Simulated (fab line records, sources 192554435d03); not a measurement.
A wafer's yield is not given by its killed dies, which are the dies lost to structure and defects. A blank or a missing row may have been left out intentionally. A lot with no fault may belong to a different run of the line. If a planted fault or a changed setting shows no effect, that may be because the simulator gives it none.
Struck lot and sound lot, side by side ; flow n5-finfet ; 18 out of 1938 route steps
Sound: wafers L178.3, L178.4, L178.5. Struck: wafers L185.4, L185.5. (L185.3 of the same lot was not struck and is left out.) The cause comes at the end.
Per side, at each step with rows, come the tool, then ch with its chambers, and then its first start. Under that, the readings that differ: sound wafers ; struck wafers ; difference of the means ; sigmas: that difference in standard deviations of wafers without a fault.
alike: readings whose means differ by less than 2 such deviations, and words and numbers that are the same on both sides. not compared: withheld readings, readings that some wafer has no value for, bounds like >300 that may hide the same value, and numbers for which the record gives no deviation and whose values overlap.
Wherever a step has rows on one side only, a row that says differs or no value, or a row with sigmas, the two part there. Numbers that don't overlap but have no deviation are shown without sigmas and don't part them. A reading missing from all wafers of one side parts the sides only when that side holds two or more wafers.

N5_BEOL_M1_ANNEAL_82: time 240 s.
  sound: pvd-sputter-02 at day 7 05:43; struck: pvd-sputter-02 at day 8 22:22
  alike: heater-power-w, susceptor_temp_C_max
then, 1 step without rows for these wafers: N5_BEOL_M1_SPUTTER_86 (material Cu, target thk 4.5 nm, time 8.29 s).
N5_BEOL_M1_ANNEAL_87: time 240 s.
  sound: pvd-sputter-02 at day 7 05:56; struck: pvd-sputter-02 at day 8 22:35
  alike: heater-power-w, susceptor_temp_C_max
N5_BEOL_M1_SPUTTER_88: material Cu, target thk 4.5 nm, time 8.29 s.
  sound: pvd-sputter-02 at day 7 06:05; struck: pvd-sputter-02 at day 8 22:43
  alike: substrate-temp-c, throttle-valve-pct
then, 2 steps without rows for these wafers: N5_BEOL_M1_ANNEAL_89 (time 240 s); N5_BEOL_M1_SPUTTER_90 (material Cu, target thk 4.5 nm, time 8.29 s).
N5_BEOL_M1_ANNEAL_91: time 240 s.
  sound: pvd-sputter-02 at day 7 06:23; struck: pvd-sputter-02 at day 8 23:01
  alike: heater-power-w, susceptor_temp_C_max
N5_BEOL_M1_SPUTTER_92: material Cu, target thk 4.5 nm, time 8.29 s.
  sound: pvd-sputter-02 at day 7 06:31; struck: pvd-sputter-02 at day 8 23:10
reading;sound;struck;difference;sigmas
substrate-temp-c (C);-19.98 -19.80 -19.80;-20.12 -20.06;-0.23;-2
  alike: throttle-valve-pct
then, 4 steps without rows for these wafers: N5_BEOL_M1_ANNEAL_93 (time 240 s); N5_BEOL_M1_SPUTTER_94 (material Cu, target thk 4.5 nm, time 8.29 s); N5_BEOL_M1_ANNEAL_95 (time 240 s); N5_BEOL_M1_SPUTTER_96 (material Cu, target thk 4.5 nm, time 8.29 s).
N5_BEOL_M1_ECD_50: material Cu, target thk 300 nm.
  sound on ecd-cu-01 ch 0,1, day 7 07:06; struck on ecd-cu-02 ch 1, day 8 23:44
reading;sound;struck;difference;sigmas
model.Cu_of_BEOL_M1_ECD_50.thk-nm (nm);293.6 298 299.6;229 230.8;-67;
then, 1 step without rows for these wafers: N5_BEOL_M1_ANNEAL_51 (time 90 s).
N5_BEOL_M1_CMP_52: polishes, stops on SiOC, t overpolish 6.8 s, target thk 40 nm.
  sound on cmp-04 ch 1,2, day 7 07:27; struck on cmp-04 ch 2, day 9 00:19
reading;sound;struck;difference;sigmas
time-to-endpoint-s (s);62.1 60.6 63.1;48.0 48.1;-13.9;-5
  alike: motor-current-A
N5_BEOL_M1_THK_MEAS_53: measures by xrf.
  sound: film-metro-01 at day 7 07:45; struck: film-metro-02 at day 9 00:37
  alike: M1_THK
N5_BEOL_M4_RC_MEAS_101:
  sound on prober-01 ch 0, day 8 11:26; struck on prober-02 ch 0, day 10 13:29
  alike: DIBL_N, DIBL_P, IOFF_N, IOFF_P, ION_N, ION_P, SS_N, SS_P, VT_N, VT_P
then, 1 step without rows for these wafers: N5_PASSIVATION_PROBE_49.

== WHERE THEY PART ==
Earliest at N5_BEOL_M1_SPUTTER_92; latest, in this record, at N5_BEOL_M1_CMP_52. Later steps at which nothing parts them and some readings are alike: N5_BEOL_M1_THK_MEAS_53, N5_BEOL_M4_RC_MEAS_101.

WHY: what had been put in by the simulator
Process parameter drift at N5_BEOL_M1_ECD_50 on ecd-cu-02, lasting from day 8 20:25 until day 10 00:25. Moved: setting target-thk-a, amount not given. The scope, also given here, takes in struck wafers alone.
